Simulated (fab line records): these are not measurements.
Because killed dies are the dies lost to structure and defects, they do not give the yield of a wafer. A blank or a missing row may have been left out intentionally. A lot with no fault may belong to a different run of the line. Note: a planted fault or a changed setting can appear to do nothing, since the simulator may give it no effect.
One fault through the eyes of 3 desks | flow nandHarc | every desk sees just its own numbers, and what lay behind them comes last

## THE DEFECT DESK
Inspection counts along the route, by lot: the mean over sampled wafers that carry a number. A lot is out of limits, marked OUT, if its mean lies more than 4 standard deviations from the usual mean; the brackets give that distance.
Columns: A = rawDefectCount at NHARC_P_BONDPAD_INSPECT_23, usual 333
lot  | first seen here | A
L435 | day 6 06:58     | 323
L436 | day 6 07:46     | 348
L437 | day 7 05:47     | 199
L438 | day 7 06:07     | 257
L440 | day 7 20:38     | 325
L439 | day 7 21:22     | 285
L442 | day 8 10:57     | 273
L445 | day 8 19:07     | 374
L448 | day 9 21:35     | 586
L447 | day 9 22:08     | 341
L446 | day 9 22:31     | 272
L452 | day 10 16:55    | 282
L455 | day 11 15:09    | 251
This desk's finding: nothing out of limits on any of the 13 lots.

## FOR THE TOOL OWNER'S DESK: pecvdOnon-03
The tool's own readings at NHARC_A_ONON_D1_DEP_03 (target thk 1000 nm): means of the sampled wafers that have a number, for each lot that ran on this tool. A lot is out of limits, marked OUT, if its mean lies more than 4 standard deviations from the usual mean; the brackets give that distance.
Columns: A = nh3FlowSccm at NHARC_A_ONON_D1_DEP_03, usual 500.0 sccm
lot  | first seen here | A
L435 | day 7 06:29     | 498.4
L437 | day 8 07:11     | 500.5
L440 | day 8 23:17     | 502.7
L442 | day 9 12:09     | 499.5
L446 | day 10 22:26    | 498.5
L447 | day 10 22:47    | 501.5
L452 | day 11 18:43    | 498.1
L455 | day 12 16:49    | 498.6
This desk's finding: nothing out of limits on any of the 8 lots.

## AT THE METROLOGY DESK
Lot by lot, what the gauges showed, no matter which tool ran the lot: averages of those sampled wafers that carry a number. A lot is out of limits, marked OUT, if its mean lies more than 4 standard deviations from the usual mean; the brackets give that distance.
Columns: A = thkNm at NHARC_P_M2_THK_MEAS_24, usual 144.1 nm; B = thkNm at NHARC_A_ONON_D1_THK_MEAS_05, usual 999 nm
lot  | first seen here | A     | B
L435 | day 6 02:03     | 144.2 | 1014
L436 | day 6 03:02     | 144.7 | 997
L437 | day 7 01:04     | 141.5 | 1009
L438 | day 7 01:10     | 145.2 | 1009
L440 | day 7 15:34     | 141.4 | 995
L439 | day 7 16:23     | 143.8 | 1025
L442 | day 8 06:11     | 144.6 | 988
L445 | day 8 14:19     | 145.0 | 996
L448 | day 9 16:49     | 143.0 | 1010
L447 | day 9 17:19     | 144.1 | 1002
L446 | day 9 17:40     | 147.4 | 993
L452 | day 10 11:43    | 142.9 | 1597 (+60) OUT
L455 | day 11 10:25    | 143.4 | 1580 (+58) OUT
This desk's finding: out of limits on L452, L455; first on L452, day 11 19:06 (thkNm at NHARC_A_ONON_D1_THK_MEAS_05). In limits: L435, L436, L437, L438, L440, L439, L442, L445, L448, L447, L446.

## PUT TOGETHER
The metrology desk could have raised an alarm at day 11 19:06, on L452, L455.
The defect desk saw nothing out of limits.
The tool owner's desk saw nothing out of limits.
The defect desk has L452, L455 on record, within its limits.
On record at the tool owner's desk: L452, L455, within its limits.
All the named lots went through NHARC_A_ONON_D1_DEP_03 on pecvdOnon-03.

## WHAT HAD BEEN PUT IN BY THE SIMULATOR
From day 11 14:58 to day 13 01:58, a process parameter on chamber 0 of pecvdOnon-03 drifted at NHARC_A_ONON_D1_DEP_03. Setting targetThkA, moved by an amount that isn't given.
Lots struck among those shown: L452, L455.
Delay in hours, fault start to first out-of-limits reading, per desk: metrology desk 4.
